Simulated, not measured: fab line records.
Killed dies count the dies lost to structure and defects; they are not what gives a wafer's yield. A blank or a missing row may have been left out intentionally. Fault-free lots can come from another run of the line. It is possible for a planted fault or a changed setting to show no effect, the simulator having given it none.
Matching of chambers -- flow n5 finfet -- 4 sister chambers for N5_MIM_TOP_ALD_00 on ald hk-03
The step deposits Al2O3, purge time 3 s, co reactant pulse time 3 s. 4 wafers are shown with their chamber, then 8 later ones without.

## WAFERS PAIRED WITH THEIR CHAMBERS
wafer,chamber,precursor pulse height rel
L084.1,0,0.975
L086.2,3,1.016
L086.4,2,0.986
L090.3,1,1.048

## WAFERS WITHOUT THEIR CHAMBER
wafer,precursor pulse height rel
L090.4,0.973
L090.6,0.993
L092.2,1.002
L092.3,1.010
L092.4,1.007
L095.3,1.012
L095.4,1.031
L095.5,0.970

## THE CHAMBER EACH PASSED THROUGH
wafer,from the rows above,in truth
L090.4,can't be placed: 0 or 2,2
L090.6,can't be placed: 2 or 0 or 3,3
L092.2,can't be placed: 3 or 2 or 0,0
L092.3,3,3
L092.4,can't be placed: 3 or 2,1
L095.3,3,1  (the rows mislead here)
L095.4,can't be placed: 3 or 1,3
L095.5,can't be placed: 0 or 2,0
Placed correctly: 1 of 8. Can't be placed from these rows: 6 (the true chamber is among the candidates in 5). Number placed wrongly: 1.
How it was worked out, from the rows above alone: a wafer's distance from a chamber is the root of the sum, over the readings, of the square of ((its reading less the chamber's mean) divided by the reading's scatter). If the next closest chamber is less than 2 further off than the closest, the wafer can't be placed; otherwise it belongs to the closest. Each chamber's mean is taken over the wafers shown for it. The scatter (one wafer shown for each chamber): square how far every hidden wafer sits from the nearest shown wafer, average those squares and take the square root.
